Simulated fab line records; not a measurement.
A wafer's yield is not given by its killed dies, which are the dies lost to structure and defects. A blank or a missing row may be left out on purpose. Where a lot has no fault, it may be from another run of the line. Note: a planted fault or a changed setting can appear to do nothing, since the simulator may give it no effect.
A lot that was struck, set against a sound lot -- flow n5-finfet -- 24 steps out of a route of 1938
Sound: wafers L108.1, L108.3, L108.6. Wafers L105.3, L105.4, L105.6 were the ones struck. The cause comes at the end.
Each step with rows lists, per side, the tool, then ch with its chambers, then its first start. Under that, the readings that differ: sound wafers -- struck wafers -- difference of the means -- sigmas: that difference in standard deviations of wafers without a fault.
alike: words and numbers the same on both sides, and readings whose means are apart by under 2 such deviations; not compared: readings that were withheld, readings missing a value for some wafer, numbers with overlapping values and no deviation given by the record, and bounds like >300 which may hide the same value.
The two part at a step that has a row with sigmas, a row that says differs or no value, or rows on one side only. Numbers that don't overlap but have no deviation are shown without sigmas and don't part them. Lack of a reading on every wafer of one side parts them only where that side has two or more wafers.

first, 8 steps without rows for these wafers: N5_BEOL_M7_ANNEAL_51 (time 90 s); N5_BEOL_M7_CMP_52 (polishes, stops on SiCOH lowk, t overpolish 6.9 s, target thk 80 nm); N5_BEOL_M7_PRE_CLEAN_55 (time 15 s); N5_BEOL_M7_DEP_56 (deposits SiCN from 3MS/NH3, target thk 10 nm, time 17.5 s); N5_BEOL_M8_ILD_DEP_00 (deposits SiCOH lowk from DEMS/porogen, target thk 179.75 nm, time 33.4 s); N5_BEOL_M8_CURE_74 (cures SiCOH lowk, time 240 s); N5_BEOL_M8_PECVD_70 (deposits SiO2 from TEOS/O2, target thk 20 nm, time 22.7 s); N5_BEOL_M8_HM_DEP_02 (deposits TiN, target thk 20 nm).
N5_BEOL_M8_COAT_59: time 60 s, resist thk 100 nm.
  sound on litho-track-02 ch 0, day 16 02:21; struck on litho-track-01 ch 0, day 15 13:33
reading,sound,struck,difference,sigmas
spin-speed-rpm (rpm),1499.2 1500.1 1498.5,1541.5 1540.9 1543.1,+42.6,+39
model.SOC_of_BEOL_M8_COAT_59.thk-nm (nm),100.2 100 100,99 98.6 98.6,-1,
then, 9 steps without rows for these wafers: N5_BEOL_M8_COAT_60 (time 60 s, resist thk 35 nm); N5_BEOL_M8_COAT_05 (resist thk 90 nm); N5_BEOL_M8_EBR_07; N5_BEOL_M8_SOFTBAKE_06 (time 60 s); N5_BEOL_M8_EXPOSE_08 (exposes mask M8); N5_BEOL_M8_PEB_09 (peb time 60 s); N5_BEOL_M8_DEVELOP_10 (develop time 30 s); N5_BEOL_M8_DESCUM_16 (chemistry O2, time 7.9 s); N5_BEOL_M8_ETCH_61 (etches SiARC in CF4, target depth 45.5 nm, time 75.8 s).
N5_BEOL_M8_ETCH_62: etches SOC in N2/H2, target depth 110 nm, overetch 22 nm, time 165 s.
  sound on rie-diel-01 ch 0,3, day 16 02:58; struck on rie-diel-03 ch 2,3, day 15 13:58
reading,sound,struck,difference,sigmas
model.etch.depth-nm (nm),100.2 100 99.92,99.02 98.64 98.65,-1.27,
  alike: drypump-motor-current-A, oes-product-au, rf-vpp-V, showerhead-plenum-p-Torr, throttle-valve-pct
  not compared: rf-hours-counter-h
then, 2 steps without rows for these wafers: N5_BEOL_M8_STRIP_68 (strips in N2/H2); N5_BEOL_M8_STRIP_67 (strips in CF4).
N5_BEOL_M8_HM_OPEN_17: chemistry Cl2/BCl3, target TiN, target depth 20 nm, overetch 6 nm.
  sound on rie-metal-03 ch 0, day 16 03:10; struck on rie-metal-03 ch 0,1, day 15 14:11
reading,sound,struck,difference,sigmas
model.SOC_of_BEOL_M8_COAT_59.thk-nm (nm),92.4 92.2 92,91.2 90.4 90.4,-1.5,
  alike: drypump-motor-current-A, oes-product-au, throttle-valve-pct
  not compared: rf-hours-counter-h
then, 1 step without rows for these wafers: N5_BEOL_M8_STRIP_19 (strips in O2).
-- here the record skips 3 days between the struck wafers' starts before and after, leaving off in module BEOL_M8 and picking up in module PASSIVATION (first step shown: number 1936 of the route) --
N5_PASSIVATION_PROBE_49:
  sound: prober-01 at day 19 00:38; struck: prober-02 at day 18 20:52
  alike: defect-limited-yield, killed_at_M0_to_M3, killed_at_M4_up, killed-at-contacts, killed-at-front-end, killed-at-other, killed-dies, killed-open, killed-short, sort_bin_5_function, sort_bin_6_memory, sort-n-pass, sort-yield-pct

== WHERE THEY PART ==
Only at N5_BEOL_M8_COAT_59, within this record. Later steps at which nothing parts them and some readings are alike: N5_BEOL_M8_ETCH_62, N5_BEOL_M8_HM_OPEN_17, N5_PASSIVATION_PROBE_49.

WHY: whatever the simulator had introduced
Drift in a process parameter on litho-track-01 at N5_BEOL_M8_COAT_59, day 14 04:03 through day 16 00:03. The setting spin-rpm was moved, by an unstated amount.
